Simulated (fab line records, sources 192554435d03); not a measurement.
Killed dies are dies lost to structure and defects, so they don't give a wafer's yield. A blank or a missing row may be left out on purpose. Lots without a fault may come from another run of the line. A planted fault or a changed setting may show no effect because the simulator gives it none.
Chamber matching | flow n5_finfet | N5_ILD0_ALD_15 on ald_sin-01: 4 sister chambers
The step deposits SiNx, target thk 24 nm, pulse time 1 s, ald cycles 480. 14 wafers are shown with their chamber, then 6 later ones without.

WAFERS WITH THEIR CHAMBER
wafer  | chamber | heater_power_w (W) | precursor_pulse_height_rel
L919.2 | 1       | 931                | 0.992
L919.3 | 2       | 843                | 0.979
L919.4 | 3       | 904                | 0.988
L920.1 | 1       | 925                | 1.005
L920.5 | 2       | 847                | 0.989
L924.2 | 2       | 840                | 0.994
L924.4 | 3       | 896                | 1.023
L924.6 | 2       | 858                | 0.989
L927.1 | 1       | 948                | 1.008
L927.3 | 2       | 831                | 0.980
L927.5 | 2       | 870                | 0.999
L929.3 | 1       | 961                | 1.017
L929.4 | 3       | 905                | 0.998
L929.5 | 0       | 757                | 0.991

SIGNATURES (means of the wafers above)
reading                    | chamber 0 | chamber 1 | chamber 2 | chamber 3 | scatter within a chamber
heater_power_w             | 757.00    | 941.25    | 848.17    | 901.67    | 13.5
precursor_pulse_height_rel | 0.99100   | 1.00550   | 0.98833   | 1.00300   | 0.0113
Rule: a wafer's distance from a chamber is the root of the sum, over the readings, of the square of ((its reading less the chamber's mean) divided by the reading's scatter). The wafer belongs to the nearest chamber; if the next one is less than 2 further off, it can't be placed. The scatter: the root of (the sum of the squares of (reading less its chamber's mean) over the shown wafers, divided by (wafers less chambers)).

WAFERS WITHOUT THEIR CHAMBER
wafer  | heater_power_w (W) | precursor_pulse_height_rel
L935.3 | 760                | 0.998
L935.5 | 952                | 1.007
L935.6 | 863                | 1.013
L936.1 | 919                | 1.015
L936.2 | 871                | 0.967
L936.6 | 950                | 0.979

WHICH CHAMBER EACH WENT THROUGH
wafer  | from the rows above     | in truth
L935.3 | 0                       | 0
L935.5 | 1                       | 1
L935.6 | can't be placed: 2 or 3 | 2
L936.1 | can't be placed: 3 or 1 | 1
L936.2 | can't be placed: 2 or 3 | 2
L936.6 | can't be placed: 1 or 3 | 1
Placed correctly: 2 of 6. Can't be placed from these rows: 4 (the true chamber is among the candidates in 4). Placed wrongly: 0.
